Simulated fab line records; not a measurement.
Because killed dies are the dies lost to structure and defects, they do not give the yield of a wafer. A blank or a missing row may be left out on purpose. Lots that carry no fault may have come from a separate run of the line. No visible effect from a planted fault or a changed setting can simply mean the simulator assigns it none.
Matching of chambers / flow n5Finfet / N5_BEOL_M7_ALD_77 on aldMetal-02: 4 sister chambers
The step deposits TaN, target thk 2 nm, pulse time 2 s, purge time 3 s. 8 wafers are shown with their chamber, then 7 later ones without.

== WAFERS WITH THEIR CHAMBER ==
wafer=L075.6; chamber=0; heaterPowerW (W)=448; precursorVesselCarrierSccm (sccm)=1001
wafer=L077.6; chamber=2; heaterPowerW (W)=372; precursorVesselCarrierSccm (sccm)=1001
wafer=L082.1; chamber=2; heaterPowerW (W)=367; precursorVesselCarrierSccm (sccm)=999
wafer=L086.2; chamber=1; heaterPowerW (W)=392; precursorVesselCarrierSccm (sccm)=997
wafer=L086.3; chamber=0; heaterPowerW (W)=455; precursorVesselCarrierSccm (sccm)=1000
wafer=L086.6; chamber=3; heaterPowerW (W)=460; precursorVesselCarrierSccm (sccm)=998
wafer=L089.1; chamber=3; heaterPowerW (W)=474; precursorVesselCarrierSccm (sccm)=1002
wafer=L089.2; chamber=1; heaterPowerW (W)=395; precursorVesselCarrierSccm (sccm)=993

== WAFERS WHOSE CHAMBER IS MISSING ==
wafer=L089.3; heaterPowerW (W)=375; precursorVesselCarrierSccm (sccm)=992
wafer=L090.1; heaterPowerW (W)=385; precursorVesselCarrierSccm (sccm)=1000
wafer=L090.3; heaterPowerW (W)=441; precursorVesselCarrierSccm (sccm)=995
wafer=L090.5; heaterPowerW (W)=451; precursorVesselCarrierSccm (sccm)=998
wafer=L095.2; heaterPowerW (W)=367; precursorVesselCarrierSccm (sccm)=993
wafer=L095.5; heaterPowerW (W)=369; precursorVesselCarrierSccm (sccm)=998
wafer=L095.6; heaterPowerW (W)=399; precursorVesselCarrierSccm (sccm)=1001

== EACH ONE'S CHAMBER ==
wafer=L089.3; from the rows above=can't be placed: 1 or 2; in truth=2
wafer=L090.1; from the rows above=can't be placed: 2 or 1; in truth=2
wafer=L090.3; from the rows above=can't be placed: 0 or 3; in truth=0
wafer=L090.5; from the rows above=can't be placed: 0 or 3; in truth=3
wafer=L095.2; from the rows above=can't be placed: 2 or 1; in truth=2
wafer=L095.5; from the rows above=2; in truth=2
wafer=L095.6; from the rows above=1; in truth=1
Placed correctly: 2 of 7. Can't be placed from these rows: 5 (the true chamber is among the candidates in 5). Placed wrongly: 0.
How it was worked out, from the rows above alone: a wafer's distance from a chamber is the root of the sum, over the readings, of the square of ((its reading less the chamber's mean) divided by the reading's scatter). If the next closest chamber is less than 2 further off than the closest, the wafer can't be placed; otherwise it belongs to the closest. For every chamber, the mean is computed from those of its wafers that are shown. The scatter: the root of (the sum of the squares of (reading less its chamber's mean) over the shown wafers, divided by (wafers less chambers)).
